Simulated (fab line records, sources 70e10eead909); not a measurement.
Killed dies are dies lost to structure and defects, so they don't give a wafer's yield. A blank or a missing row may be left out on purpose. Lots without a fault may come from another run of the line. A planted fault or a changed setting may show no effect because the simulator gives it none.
A struck lot beside a sound one | flow nand_harc | 14 steps out of a route of 1159
Sound: wafers L222.1, L222.4, L222.6. Struck: wafers L232.2, L232.4, L232.5. The cause comes at the end.
At each step with rows: each side's tool, then ch and its chambers, then its first start. Under that, the readings that differ: sound wafers | struck wafers | difference of the means | sigmas: that difference in standard deviations of wafers without a fault.
alike: readings whose means differ by less than 2 such deviations, and words and numbers that are the same on both sides. not compared: withheld readings, readings that some wafer has no value for, bounds like >300 that may hide the same value, and numbers for which the record gives no deviation and whose values overlap.
The two part at a step that has a row with sigmas, a row that says differs or no value, or rows on one side only. Numbers that don't overlap but have no deviation are shown without sigmas and don't part them. A reading that every wafer of one side lacks parts them only if that side has two wafers or more.

NHARC_P_M2_INSPECT_27:
  sound on defect_inspect-02, day 7 06:31; struck on defect_inspect-02, day 9 15:28
  alike: raw_defect_count
NHARC_P_M2_PRE_CLEAN_32: time 12 s.
  sound on pecvd-01 ch 0,2, day 7 06:35; struck on pecvd-02 ch 0,1,2, day 9 15:32
  alike: heater_power_w
NHARC_P_M2_DEP_33: deposits SiCN, target thk 30 nm.
  sound on pecvd-01 ch 0,2, day 7 06:42; struck on pecvd-02 ch 0,1,2, day 9 15:37
  alike: heater_power_w
NHARC_P_BONDPAD_DEP_00: deposits SiCN, target thk 250 nm.
  sound on pecvd-02 ch 0,2, day 7 07:10; struck on pecvd-01 ch 0,2, day 9 16:07
  reading            | sound       | struck      | difference | sigmas
  heater_power_w (W) | 409 415 528 | 659 622 656 | +195       | +3
NHARC_P_BONDPAD_CMP_32: polishes SiCN, target thk 200 nm.
  sound on cmp-04 ch 0,2,3, day 7 07:32; struck on cmp-02 ch 1,2, day 9 16:26
  alike: edge_zone_pressure_frac, motor_current_A, slurry_flow_ml_min
NHARC_P_BONDPAD_THK_MEAS_33: measures by ellipsometry.
  sound on film_metro-02, day 7 07:44; struck on film_metro-01, day 9 16:41
  alike: thk_nm
then, 5 steps without rows for these wafers: NHARC_P_BONDPAD_SRD_34; NHARC_P_BONDPAD_DEHYDRATE_01 (time 120 s); NHARC_P_BONDPAD_HMDS_02 (time 30 s); NHARC_P_BONDPAD_COAT_36 (time 65 s); NHARC_P_BONDPAD_COAT_03 (resist thk 600 nm).
NHARC_P_BONDPAD_SOFTBAKE_04: time 70 s.
  sound on litho_track-05 ch 0, day 7 07:00; struck on litho_track-05 ch 0, day 9 16:00
  reading                  | sound                | struck               | difference | sigmas
  heater_power_total_W (W) | 200.3 201.3 199.3    | 217.0 217.0 217.5    | +16.9      | +13
  plate_temp_C (C)         | 125.13 124.86 125.18 | 131.81 131.90 131.86 | +6.80      | +62
then, 1 step without rows for these wafers: NHARC_P_BONDPAD_EBR_05.
NHARC_END_SORT_01:
  the record has rows for the sound wafers here (prober-02 ch 0, day 19 21:52) and none for the struck ones

WHERE THEY PART
First at NHARC_P_BONDPAD_DEP_00; last, within this record, at NHARC_END_SORT_01.

WHY: what the simulator had put in
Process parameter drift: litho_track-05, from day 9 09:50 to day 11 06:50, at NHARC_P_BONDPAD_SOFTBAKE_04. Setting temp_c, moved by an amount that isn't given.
